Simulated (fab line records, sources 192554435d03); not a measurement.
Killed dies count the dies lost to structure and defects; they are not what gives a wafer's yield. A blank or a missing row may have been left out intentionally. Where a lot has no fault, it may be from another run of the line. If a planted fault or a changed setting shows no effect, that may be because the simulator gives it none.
Matching of chambers :: flow n5-finfet :: N5_BEOL_M5_ALD_86 on ald-metal-03 has 4 sister chambers
The step deposits TaN, pulse time 2 s, purge time 3 s, co reactant purge time 2 s. 4 wafers are shown with their chamber, then 7 later ones without.

== WAFERS, EACH WITH ITS CHAMBER ==
wafer: L085.4
chamber: 2
heater-power-w (W): 450

wafer: L085.5
chamber: 3
heater-power-w (W): 342

wafer: L089.1
chamber: 1
heater-power-w (W): 418

wafer: L089.4
chamber: 0
heater-power-w (W): 466

== WAFERS WITH NO CHAMBER GIVEN ==
wafer: L089.6
heater-power-w (W): 416

wafer: L093.2
heater-power-w (W): 449

wafer: L093.4
heater-power-w (W): 350

wafer: L093.5
heater-power-w (W): 427

wafer: L094.2
heater-power-w (W): 352

wafer: L094.4
heater-power-w (W): 466

wafer: L094.5
heater-power-w (W): 446

== WHICH CHAMBER EACH WENT THROUGH ==
wafer: L089.6
from the rows above: 1
in truth: 1

wafer: L093.2
from the rows above: 2
in truth: 2

wafer: L093.4
from the rows above: 3
in truth: 3

wafer: L093.5
from the rows above: 1
in truth: 1

wafer: L094.2
from the rows above: 3
in truth: 3

wafer: L094.4
from the rows above: 0
in truth: 0

wafer: L094.5
from the rows above: 2
in truth: 2
Placed correctly: 7 of 7. Left unplaced by these rows: 0. Placed wrongly: 0.
How it was worked out, from the rows above alone: a wafer's distance from a chamber is the root of the sum, over the readings, of the square of ((its reading less the chamber's mean) divided by the reading's scatter). The wafer belongs to the nearest chamber; if the next one is less than 2 further off, it can't be placed. Each chamber's mean is taken over the wafers shown for it. The scatter: root of mean squared gap, hidden wafer to nearest shown wafer, with one shown wafer a chamber.
